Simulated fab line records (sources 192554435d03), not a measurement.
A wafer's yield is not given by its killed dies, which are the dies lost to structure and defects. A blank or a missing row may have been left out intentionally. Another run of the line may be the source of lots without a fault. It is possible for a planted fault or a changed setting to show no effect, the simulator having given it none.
What tool caused it? || flow n5_finfet || 21 wafers from 7 lots sampled at 7 of the route's 1938 steps

WHAT THE GAUGES READ, wafer by wafer
N5_BEOL_M4_RC_MEAS_101. Usual: DIBL_N 35.9 mV/V, standard deviation 1.6; DIBL_P 35.6 mV/V, standard deviation 2.1; IOFF_N 0.149 nA/um, standard deviation 0.029; IOFF_P 0.20 nA/um, standard deviation 0.033; ION_N 671 uA/um, standard deviation 11; ION_P 460 uA/um, standard deviation 7.3; SS_N 71.4 mV/dec, standard deviation 0.62; SS_P 73.2 mV/dec, standard deviation 0.65; VT_N 251 mV, standard deviation 3.1; VT_P -251 mV, standard deviation 3.4.
{"lot": "L791", "measured": "day 9 07:43", "on": "prober-02", "DIBL_N (mV/V)": "35.4 34.4 36.6", "DIBL_P (mV/V)": "33.4 31.4 34.7", "IOFF_N (nA/um)": "0.133 0.114 0.152", "IOFF_P (nA/um)": "0.18 0.15 0.19", "ION_N (uA/um)": "668 664 677", "ION_P (uA/um)": "459 456 459", "SS_N (mV/dec)": "70.8 71.0 71.3", "SS_P (mV/dec)": "72.8 72.5 73.8", "VT_N (mV)": "251 254 250", "VT_P (mV)": "-251 -254 -251", "flag": ""}
{"lot": "L803", "measured": "day 12 09:48", "on": "prober-02", "DIBL_N (mV/V)": "37.3 36.2 36.7", "DIBL_P (mV/V)": "38.0 35.3 35.5", "IOFF_N (nA/um)": "0.163 0.141 0.150", "IOFF_P (nA/um)": "0.23 0.18 0.19", "ION_N (uA/um)": "665 656 661", "ION_P (uA/um)": "458 450 458", "SS_N (mV/dec)": "72.7 71.8 72.4", "SS_P (mV/dec)": "73.9 73.1 73.3", "VT_N (mV)": "250 253 253", "VT_P (mV)": "-251 -257 -254", "flag": ""}
{"lot": "L804", "measured": "day 12 13:02", "on": "prober-02", "DIBL_N (mV/V)": "35.2 36.1 35.1", "DIBL_P (mV/V)": "34.7 35.8 34.6", "IOFF_N (nA/um)": "0.118 0.131 0.127", "IOFF_P (nA/um)": "0.16 0.18 0.16", "ION_N (uA/um)": "661 667 680", "ION_P (uA/um)": "454 457 464", "SS_N (mV/dec)": "71.2 71.2 70.7", "SS_P (mV/dec)": "73.4 73.6 73.3", "VT_N (mV)": "254 255 251", "VT_P (mV)": "-257 -252 -255", "flag": ""}
{"lot": "L807", "measured": "day 13 00:59", "on": "prober-02", "DIBL_N (mV/V)": "36.6 35.3 35.5", "DIBL_P (mV/V)": "35.6 35.2 34.1", "IOFF_N (nA/um)": "0.183 0.175 0.161", "IOFF_P (nA/um)": "0.23 0.23 0.20", "ION_N (uA/um)": "677 686 670", "ION_P (uA/um)": "466 469 457", "SS_N (mV/dec)": "72.1 71.3 72.1", "SS_P (mV/dec)": "73.3 73.8 73.5", "VT_N (mV)": "245 245 248", "VT_P (mV)": "-249 -248 -251", "flag": ""}
{"lot": "L808", "measured": "day 13 12:37", "on": "prober-02", "DIBL_N (mV/V)": "36.8 38.7 39.1", "DIBL_P (mV/V)": "35.2 38.1 38.4", "IOFF_N (nA/um)": "0.157 0.199 0.213", "IOFF_P (nA/um)": "0.21 0.26 0.27", "ION_N (uA/um)": "681 683 697", "ION_P (uA/um)": "468 467 475", "SS_N (mV/dec)": "70.7 71.9 72.5", "SS_P (mV/dec)": "73.0 73.8 74.2", "VT_N (mV)": "253 245 244", "VT_P (mV)": "-250 -244 -248", "flag": ""}

TOOL THAT RAN EACH LOT (tool first, then ch and the chambers of the sampled wafers, then the start)
{"lot": "L791", "N5_GATE_CUT_ETCH_58": "rie_diel-04 ch 1,2, day 5 18:34", "N5_GATE_CUT_ETCH_37": "rie_diel-03 ch 1,2,3, day 5 22:35", "N5_GATE_CUT_HM_OPEN_40": "rie_diel-03 ch 1,2,3, day 5 22:40", "N5_GATE_CUT_ETCH_19": "rie_diel-03 ch 1,2,3, day 5 22:48", "N5_GATE_CUT_ETCH_47": "rie_metal-03 ch 0, day 5 23:12", "N5_GATE_CUT_VAPOR_ETCH_51": "rie_metal-03 ch 0, day 5 23:23"}
{"lot": "L792", "N5_GATE_CUT_ETCH_58": "rie_diel-04 ch 0,1,2, day 5 20:56", "N5_GATE_CUT_ETCH_37": "rie_diel-03 ch 0,2,3, day 6 00:46", "N5_GATE_CUT_HM_OPEN_40": "rie_diel-03 ch 0,2,3, day 6 00:52", "N5_GATE_CUT_ETCH_19": "rie_diel-03 ch 0,2,3, day 6 00:59", "N5_GATE_CUT_ETCH_47": "rie_metal-02 ch 0,1, day 6 01:14", "N5_GATE_CUT_VAPOR_ETCH_51": "rie_metal-02 ch 0,1, day 6 01:20"}
{"lot": "L793", "N5_GATE_CUT_ETCH_58": "rie_diel-01 ch 2,3, day 6 05:17", "N5_GATE_CUT_ETCH_37": "rie_diel-03 ch 0,1, day 6 08:46", "N5_GATE_CUT_HM_OPEN_40": "rie_diel-03 ch 0,1, day 6 08:51", "N5_GATE_CUT_ETCH_19": "rie_diel-03 ch 0,1, day 6 08:58", "N5_GATE_CUT_ETCH_47": "rie_metal-01 ch 0,1, day 6 09:14", "N5_GATE_CUT_VAPOR_ETCH_51": "rie_metal-01 ch 0,1, day 6 09:19"}
{"lot": "L803", "N5_GATE_CUT_ETCH_58": "rie_diel-03 ch 1,2,3, day 8 19:03", "N5_GATE_CUT_ETCH_37": "rie_diel-03 ch 2,3, day 8 23:34", "N5_GATE_CUT_HM_OPEN_40": "rie_diel-03 ch 2,3, day 8 23:39", "N5_GATE_CUT_ETCH_19": "rie_diel-03 ch 2,3, day 8 23:46", "N5_GATE_CUT_ETCH_47": "rie_metal-02 ch 0,1, day 9 00:02", "N5_GATE_CUT_VAPOR_ETCH_51": "rie_metal-02 ch 0,1, day 9 00:07"}
{"lot": "L804", "N5_GATE_CUT_ETCH_58": "rie_diel-04 ch 0,2,3, day 9 01:37", "N5_GATE_CUT_ETCH_37": "rie_diel-03 ch 0,1,2, day 9 05:12", "N5_GATE_CUT_HM_OPEN_40": "rie_diel-03 ch 0,1,2, day 9 05:17", "N5_GATE_CUT_ETCH_19": "rie_diel-03 ch 0,1,2, day 9 05:24", "N5_GATE_CUT_ETCH_47": "rie_metal-03 ch 0,1, day 9 05:40", "N5_GATE_CUT_VAPOR_ETCH_51": "rie_metal-03 ch 0,1, day 9 05:46"}
{"lot": "L807", "N5_GATE_CUT_ETCH_58": "rie_diel-03 ch 0,1,3, day 9 14:28", "N5_GATE_CUT_ETCH_37": "rie_diel-01 ch 0,3, day 9 18:04", "N5_GATE_CUT_HM_OPEN_40": "rie_diel-01 ch 0,3, day 9 18:09", "N5_GATE_CUT_ETCH_19": "rie_diel-01 ch 0,3, day 9 18:16", "N5_GATE_CUT_ETCH_47": "rie_metal-03 ch 1, day 9 18:32", "N5_GATE_CUT_VAPOR_ETCH_51": "rie_metal-03 ch 1, day 9 18:37"}
{"lot": "L808", "N5_GATE_CUT_ETCH_58": "rie_diel-03 ch 1,2,3, day 9 22:22", "N5_GATE_CUT_ETCH_37": "rie_diel-03 ch 1,2, day 10 01:56", "N5_GATE_CUT_HM_OPEN_40": "rie_diel-03 ch 1,2, day 10 02:01", "N5_GATE_CUT_ETCH_19": "rie_diel-03 ch 1,2, day 10 02:09", "N5_GATE_CUT_ETCH_47": "rie_metal-02 ch 0,1, day 10 02:25", "N5_GATE_CUT_VAPOR_ETCH_51": "rie_metal-02 ch 0,1, day 10 02:30"}
- N5_GATE_CUT_ETCH_58: etches SiNx in CH3F/O2, target depth 17 nm, time 128.6 s.
- N5_GATE_CUT_ETCH_37: etches SOC in N2/H2, target depth 60 nm, overetch 12 nm, time 90 s.
- N5_GATE_CUT_HM_OPEN_40: chemistry C4F6/O2, target SiO2, target depth 139 nm, time 85.1 s.
- N5_GATE_CUT_ETCH_19: etches SiNx in CH3F/O2, target depth 53.7 nm, time 76.7 s.
- N5_GATE_CUT_ETCH_47: etches SiO2 in Cl2/BCl3, target depth 10 nm.
- N5_GATE_CUT_VAPOR_ETCH_51: etches HfO2 in BCl3/Cl2.

AS READ BY THE TOOLS THEMSELVES (means over the sampled wafers that have a number; for cases with no such wafer, the mark the record gives instead)
N5_GATE_CUT_ETCH_58. Usual: CH3F_flow_sccm 29.99 sccm, standard deviation 0.096; O2_flow_sccm 20.00 sccm, standard deviation 0.063; drypump_motor_current_A 5.6 A, standard deviation 0.4; oes_product_au 0.74 a.u., standard deviation 0.059; rf_vpp_V 99.1 V, standard deviation 0.94; showerhead_plenum_p_Torr 2.01 Torr, standard deviation 0.066; throttle_valve_pct 16.46 %, standard deviation 0.24.
{"lot": "L791", "tool": "rie_diel-04", "CH3F_flow_sccm (sccm)": 29.98, "O2_flow_sccm (sccm)": 19.99, "drypump_motor_current_A (A)": 5.8, "oes_product_au (a.u.)": 0.72, "rf_vpp_V (V)": 100.1, "showerhead_plenum_p_Torr (Torr)": 2.04, "throttle_valve_pct (%)": 16.19, "flag": ""}
{"lot": "L792", "tool": "rie_diel-04", "CH3F_flow_sccm (sccm)": 29.94, "O2_flow_sccm (sccm)": 19.94, "drypump_motor_current_A (A)": 5.5, "oes_product_au (a.u.)": 0.71, "rf_vpp_V (V)": 99.5, "showerhead_plenum_p_Torr (Torr)": 1.99, "throttle_valve_pct (%)": 16.35, "flag": ""}
{"lot": "L793", "tool": "rie_diel-01", "CH3F_flow_sccm (sccm)": 30.00, "O2_flow_sccm (sccm)": 19.98, "drypump_motor_current_A (A)": 5.9, "oes_product_au (a.u.)": 0.74, "rf_vpp_V (V)": 98.6, "showerhead_plenum_p_Torr (Torr)": 1.95, "throttle_valve_pct (%)": 16.30, "flag": ""}
{"lot": "L803", "tool": "rie_diel-03", "CH3F_flow_sccm (sccm)": 30.05, "O2_flow_sccm (sccm)": 20.06, "drypump_motor_current_A (A)": 5.5, "oes_product_au (a.u.)": 0.74, "rf_vpp_V (V)": 98.6, "showerhead_plenum_p_Torr (Torr)": 2.01, "throttle_valve_pct (%)": 16.59, "flag": ""}
{"lot": "L804", "tool": "rie_diel-04", "CH3F_flow_sccm (sccm)": 30.00, "O2_flow_sccm (sccm)": 20.06, "drypump_motor_current_A (A)": 5.4, "oes_product_au (a.u.)": 0.71, "rf_vpp_V (V)": 98.7, "showerhead_plenum_p_Torr (Torr)": 1.98, "throttle_valve_pct (%)": 16.47, "flag": ""}
{"lot": "L807", "tool": "rie_diel-03", "CH3F_flow_sccm (sccm)": 30.00, "O2_flow_sccm (sccm)": 20.07, "drypump_motor_current_A (A)": 5.5, "oes_product_au (a.u.)": 0.73, "rf_vpp_V (V)": 99.7, "showerhead_plenum_p_Torr (Torr)": 2.06, "throttle_valve_pct (%)": 16.60, "flag": ""}
{"lot": "L808", "tool": "rie_diel-03", "CH3F_flow_sccm (sccm)": 29.95, "O2_flow_sccm (sccm)": 19.99, "drypump_motor_current_A (A)": 5.5, "oes_product_au (a.u.)": 0.73, "rf_vpp_V (V)": 98.7, "showerhead_plenum_p_Torr (Torr)": 2.00, "throttle_valve_pct (%)": 16.61, "flag": ""}

N5_GATE_CUT_ETCH_37. Usual: for bias_w, 150.1 W with a standard deviation of 0.46; for chamber_pressure_mTorr, 30.002 mTorr with a standard deviation of 0.028; for drypump_motor_current_A, 5.6 A with a standard deviation of 0.41; for oes_product_au, 0.68 a.u. with a standard deviation of 0.058; for rf_vpp_V, 523.7 V with a standard deviation of 2.4; for showerhead_plenum_p_Torr, 2.54 Torr with a standard deviation of 0.086; for throttle_valve_pct, 17.91 % with a standard deviation of 0.25.
{"lot": "L791", "tool": "rie_diel-03", "bias_w (W)": 150.0, "chamber_pressure_mTorr (mTorr)": 30.004, "drypump_motor_current_A (A)": 5.5, "oes_product_au (a.u.)": 0.68, "rf_vpp_V (V)": 524.2, "showerhead_plenum_p_Torr (Torr)": 2.54, "throttle_valve_pct (%)": 17.93, "flag": ""}
{"lot": "L792", "tool": "rie_diel-03", "bias_w (W)": "-", "chamber_pressure_mTorr (mTorr)": "-", "drypump_motor_current_A (A)": "-", "oes_product_au (a.u.)": "-", "rf_vpp_V (V)": "-", "showerhead_plenum_p_Torr (Torr)": "-", "throttle_valve_pct (%)": "-", "flag": "OFF"}
{"lot": "L793", "tool": "rie_diel-03", "bias_w (W)": "-", "chamber_pressure_mTorr (mTorr)": "-", "drypump_motor_current_A (A)": "-", "oes_product_au (a.u.)": "-", "rf_vpp_V (V)": "-", "showerhead_plenum_p_Torr (Torr)": "-", "throttle_valve_pct (%)": "-", "flag": "OFF"}
{"lot": "L803", "tool": "rie_diel-03", "bias_w (W)": 150.0, "chamber_pressure_mTorr (mTorr)": 29.993, "drypump_motor_current_A (A)": 5.3, "oes_product_au (a.u.)": 0.67, "rf_vpp_V (V)": 523.9, "showerhead_plenum_p_Torr (Torr)": 2.56, "throttle_valve_pct (%)": 17.93, "flag": ""}
{"lot": "L804", "tool": "rie_diel-03", "bias_w (W)": 149.7, "chamber_pressure_mTorr (mTorr)": 29.972, "drypump_motor_current_A (A)": 5.7, "oes_product_au (a.u.)": 0.66, "rf_vpp_V (V)": 523.6, "showerhead_plenum_p_Torr (Torr)": 2.54, "throttle_valve_pct (%)": 18.07, "flag": ""}
{"lot": "L807", "tool": "rie_diel-01", "bias_w (W)": 149.7, "chamber_pressure_mTorr (mTorr)": 30.007, "drypump_motor_current_A (A)": 5.4, "oes_product_au (a.u.)": 0.81, "rf_vpp_V (V)": 523.9, "showerhead_plenum_p_Torr (Torr)": 2.54, "throttle_valve_pct (%)": 17.77, "flag": ""}
{"lot": "L808", "tool": "rie_diel-03", "bias_w (W)": 150.7, "chamber_pressure_mTorr (mTorr)": 30.022, "drypump_motor_current_A (A)": 5.6, "oes_product_au (a.u.)": 0.67, "rf_vpp_V (V)": 521.0, "showerhead_plenum_p_Torr (Torr)": 2.45, "throttle_valve_pct (%)": 18.07, "flag": ""}

N5_GATE_CUT_HM_OPEN_40. Usual: drypump_motor_current_A 5.6 A, standard deviation 0.42; etch_rf_on_time_s 93.9 s, standard deviation 1.8; oes_product_au 0.68 a.u., standard deviation 0.063; rf_vpp_V 663 V, standard deviation 10; showerhead_plenum_p_Torr 2.85 Torr, standard deviation 0.088; throttle_valve_pct 21.07 %, standard deviation 0.25.
{"lot": "L791", "tool": "rie_diel-03", "drypump_motor_current_A (A)": 5.5, "etch_rf_on_time_s (s)": 94.9, "oes_product_au (a.u.)": 0.68, "rf_vpp_V (V)": 660, "showerhead_plenum_p_Torr (Torr)": 2.87, "throttle_valve_pct (%)": 21.20, "flag": ""}
{"lot": "L792", "tool": "rie_diel-03", "drypump_motor_current_A (A)": 5.5, "etch_rf_on_time_s (s)": 212.8, "oes_product_au (a.u.)": 0.29, "rf_vpp_V (V)": 659, "showerhead_plenum_p_Torr (Torr)": 2.90, "throttle_valve_pct (%)": 21.00, "flag": "OFF"}
{"lot": "L793", "tool": "rie_diel-03", "drypump_motor_current_A (A)": 5.7, "etch_rf_on_time_s (s)": 212.7, "oes_product_au (a.u.)": 0.27, "rf_vpp_V (V)": 667, "showerhead_plenum_p_Torr (Torr)": 2.93, "throttle_valve_pct (%)": 20.99, "flag": "OFF"}
{"lot": "L803", "tool": "rie_diel-03", "drypump_motor_current_A (A)": 5.3, "etch_rf_on_time_s (s)": 94.6, "oes_product_au (a.u.)": 0.67, "rf_vpp_V (V)": 658, "showerhead_plenum_p_Torr (Torr)": 2.90, "throttle_valve_pct (%)": 21.25, "flag": ""}
{"lot": "L804", "tool": "rie_diel-03", "drypump_motor_current_A (A)": 5.7, "etch_rf_on_time_s (s)": 94.6, "oes_product_au (a.u.)": 0.66, "rf_vpp_V (V)": 659, "showerhead_plenum_p_Torr (Torr)": 2.85, "throttle_valve_pct (%)": 21.23, "flag": ""}
{"lot": "L807", "tool": "rie_diel-01", "drypump_motor_current_A (A)": 5.5, "etch_rf_on_time_s (s)": 93.1, "oes_product_au (a.u.)": 0.82, "rf_vpp_V (V)": 651, "showerhead_plenum_p_Torr (Torr)": 2.83, "throttle_valve_pct (%)": 20.87, "flag": ""}
{"lot": "L808", "tool": "rie_diel-03", "drypump_motor_current_A (A)": 5.6, "etch_rf_on_time_s (s)": 94.7, "oes_product_au (a.u.)": 0.66, "rf_vpp_V (V)": 652, "showerhead_plenum_p_Torr (Torr)": 2.78, "throttle_valve_pct (%)": 21.27, "flag": ""}

N5_GATE_CUT_ETCH_19. Usual: CH3F_flow_sccm 30.00 sccm, standard deviation 0.088; O2_flow_sccm 20.00 sccm, standard deviation 0.056; drypump_motor_current_A 5.6 A, standard deviation 0.41; etch_rf_on_time_s 77.4 s, standard deviation 1.2; oes_product_au 0.64 a.u., standard deviation 0.06; rf_vpp_V 296 V, standard deviation 4.6; showerhead_plenum_p_Torr 2.00 Torr, standard deviation 0.065; throttle_valve_pct 16.48 %, standard deviation 0.24.
{"lot": "L791", "tool": "rie_diel-03", "CH3F_flow_sccm (sccm)": 29.93, "O2_flow_sccm (sccm)": 19.98, "drypump_motor_current_A (A)": 5.5, "etch_rf_on_time_s (s)": 77.4, "oes_product_au (a.u.)": 0.65, "rf_vpp_V (V)": 294, "showerhead_plenum_p_Torr (Torr)": 2.01, "throttle_valve_pct (%)": 16.59, "flag": ""}
{"lot": "L792", "tool": "rie_diel-03", "CH3F_flow_sccm (sccm)": 30.01, "O2_flow_sccm (sccm)": 19.98, "drypump_motor_current_A (A)": 5.5, "etch_rf_on_time_s (s)": 191.8, "oes_product_au (a.u.)": 0.28, "rf_vpp_V (V)": 296, "showerhead_plenum_p_Torr (Torr)": 2.04, "throttle_valve_pct (%)": 16.56, "flag": "OFF"}
{"lot": "L793", "tool": "rie_diel-03", "CH3F_flow_sccm (sccm)": 30.14, "O2_flow_sccm (sccm)": 20.03, "drypump_motor_current_A (A)": 5.7, "etch_rf_on_time_s (s)": 191.7, "oes_product_au (a.u.)": 0.28, "rf_vpp_V (V)": 298, "showerhead_plenum_p_Torr (Torr)": 2.06, "throttle_valve_pct (%)": 16.54, "flag": "OFF"}
{"lot": "L803", "tool": "rie_diel-03", "CH3F_flow_sccm (sccm)": 30.03, "O2_flow_sccm (sccm)": 20.07, "drypump_motor_current_A (A)": 5.3, "etch_rf_on_time_s (s)": 77.2, "oes_product_au (a.u.)": 0.63, "rf_vpp_V (V)": 294, "showerhead_plenum_p_Torr (Torr)": 2.03, "throttle_valve_pct (%)": 16.66, "flag": ""}
{"lot": "L804", "tool": "rie_diel-03", "CH3F_flow_sccm (sccm)": 30.01, "O2_flow_sccm (sccm)": 19.98, "drypump_motor_current_A (A)": 5.6, "etch_rf_on_time_s (s)": 77.7, "oes_product_au (a.u.)": 0.62, "rf_vpp_V (V)": 294, "showerhead_plenum_p_Torr (Torr)": 2.00, "throttle_valve_pct (%)": 16.61, "flag": ""}
{"lot": "L807", "tool": "rie_diel-01", "CH3F_flow_sccm (sccm)": 30.06, "O2_flow_sccm (sccm)": 19.97, "drypump_motor_current_A (A)": 5.5, "etch_rf_on_time_s (s)": 76.3, "oes_product_au (a.u.)": 0.77, "rf_vpp_V (V)": 291, "showerhead_plenum_p_Torr (Torr)": 1.99, "throttle_valve_pct (%)": 16.27, "flag": ""}
{"lot": "L808", "tool": "rie_diel-03", "CH3F_flow_sccm (sccm)": 30.01, "O2_flow_sccm (sccm)": 19.96, "drypump_motor_current_A (A)": 5.6, "etch_rf_on_time_s (s)": 78.7, "oes_product_au (a.u.)": 0.62, "rf_vpp_V (V)": 292, "showerhead_plenum_p_Torr (Torr)": 1.95, "throttle_valve_pct (%)": 16.64, "flag": ""}

N5_GATE_CUT_ETCH_47. Usual: bcl3_flow_sccm 21.74 sccm, standard deviation 0.061; bias_w 126.0 W, standard deviation 0.38; drypump_motor_current_A 5.9 A, standard deviation 0.42; he_backside_leak_sccm 3.52 sccm, standard deviation 0.18; oes_product_au 0.82 a.u., standard deviation 0.037; throttle_valve_pct 22.74 %, standard deviation 0.15.
{"lot": "L791", "tool": "rie_metal-03", "bcl3_flow_sccm (sccm)": 21.76, "bias_w (W)": 125.6, "drypump_motor_current_A (A)": 6.5, "he_backside_leak_sccm (sccm)": 3.08, "oes_product_au (a.u.)": 0.87, "throttle_valve_pct (%)": 22.69, "flag": ""}
{"lot": "L792", "tool": "rie_metal-02", "bcl3_flow_sccm (sccm)": 21.72, "bias_w (W)": 125.6, "drypump_motor_current_A (A)": 5.6, "he_backside_leak_sccm (sccm)": 3.60, "oes_product_au (a.u.)": 0.82, "throttle_valve_pct (%)": 22.69, "flag": ""}
{"lot": "L793", "tool": "rie_metal-01", "bcl3_flow_sccm (sccm)": 21.73, "bias_w (W)": 126.4, "drypump_motor_current_A (A)": 5.8, "he_backside_leak_sccm (sccm)": 3.57, "oes_product_au (a.u.)": 0.82, "throttle_valve_pct (%)": 22.73, "flag": ""}
{"lot": "L803", "tool": "rie_metal-02", "bcl3_flow_sccm (sccm)": 21.70, "bias_w (W)": 125.9, "drypump_motor_current_A (A)": 5.9, "he_backside_leak_sccm (sccm)": 3.63, "oes_product_au (a.u.)": 0.80, "throttle_valve_pct (%)": 22.62, "flag": ""}
{"lot": "L804", "tool": "rie_metal-03", "bcl3_flow_sccm (sccm)": 21.76, "bias_w (W)": 126.2, "drypump_motor_current_A (A)": 6.4, "he_backside_leak_sccm (sccm)": 3.32, "oes_product_au (a.u.)": 0.86, "throttle_valve_pct (%)": 22.85, "flag": ""}
{"lot": "L807", "tool": "rie_metal-03", "bcl3_flow_sccm (sccm)": 21.69, "bias_w (W)": 126.2, "drypump_motor_current_A (A)": 6.2, "he_backside_leak_sccm (sccm)": 3.34, "oes_product_au (a.u.)": 0.90, "throttle_valve_pct (%)": 23.17, "flag": ""}
{"lot": "L808", "tool": "rie_metal-02", "bcl3_flow_sccm (sccm)": 21.73, "bias_w (W)": 126.8, "drypump_motor_current_A (A)": 5.6, "he_backside_leak_sccm (sccm)": 3.68, "oes_product_au (a.u.)": 0.80, "throttle_valve_pct (%)": 22.69, "flag": ""}

N5_GATE_CUT_VAPOR_ETCH_51. Usual: drypump_motor_current_A 5.9 A, standard deviation 0.42; he_backside_leak_sccm 3.6 sccm, standard deviation 0.36; oes_product_au 0.82 a.u., standard deviation 0.036.
{"lot": "L791", "tool": "rie_metal-03", "drypump_motor_current_A (A)": 6.5, "he_backside_leak_sccm (sccm)": 3.5, "oes_product_au (a.u.)": 0.86, "flag": ""}
{"lot": "L792", "tool": "rie_metal-02", "drypump_motor_current_A (A)": 5.6, "he_backside_leak_sccm (sccm)": 3.5, "oes_product_au (a.u.)": 0.83, "flag": ""}
{"lot": "L793", "tool": "rie_metal-01", "drypump_motor_current_A (A)": 5.8, "he_backside_leak_sccm (sccm)": 3.6, "oes_product_au (a.u.)": 0.82, "flag": ""}
{"lot": "L803", "tool": "rie_metal-02", "drypump_motor_current_A (A)": 6.0, "he_backside_leak_sccm (sccm)": 3.8, "oes_product_au (a.u.)": 0.79, "flag": ""}
{"lot": "L804", "tool": "rie_metal-03", "drypump_motor_current_A (A)": 6.4, "he_backside_leak_sccm (sccm)": 3.3, "oes_product_au (a.u.)": 0.85, "flag": ""}
{"lot": "L807", "tool": "rie_metal-03", "drypump_motor_current_A (A)": 6.1, "he_backside_leak_sccm (sccm)": 3.2, "oes_product_au (a.u.)": 0.89, "flag": ""}
{"lot": "L808", "tool": "rie_metal-02", "drypump_motor_current_A (A)": 5.6, "he_backside_leak_sccm (sccm)": 3.7, "oes_product_au (a.u.)": 0.80, "flag": ""}

THE ANSWER, worked out from the rows above alone
Rule: lot off if the mean of its wafers having a number is beyond 3 standard deviations from the usual mean. A lot without any number at a reading at which 4 lots or more have one is off too. The other lots that the step has rows for count as sound. After the gauges, taken in route order, come the tools' own readings; for these a lot's mean is taken, as printed above. The first step at which some lot is off is used, and at that step the reading that is off furthest; a lot without a number counts as furthest.
Off: L792, L793, at N5_GATE_CUT_ETCH_37 (bias_w). Without a number there: L792, L793.
A tool fits if, at that step or a process step before it, it ran every lot that is off, and no sound lot after the first of them. Of those tried, none fits.

WHAT THE SIMULATOR HAD INSERTED
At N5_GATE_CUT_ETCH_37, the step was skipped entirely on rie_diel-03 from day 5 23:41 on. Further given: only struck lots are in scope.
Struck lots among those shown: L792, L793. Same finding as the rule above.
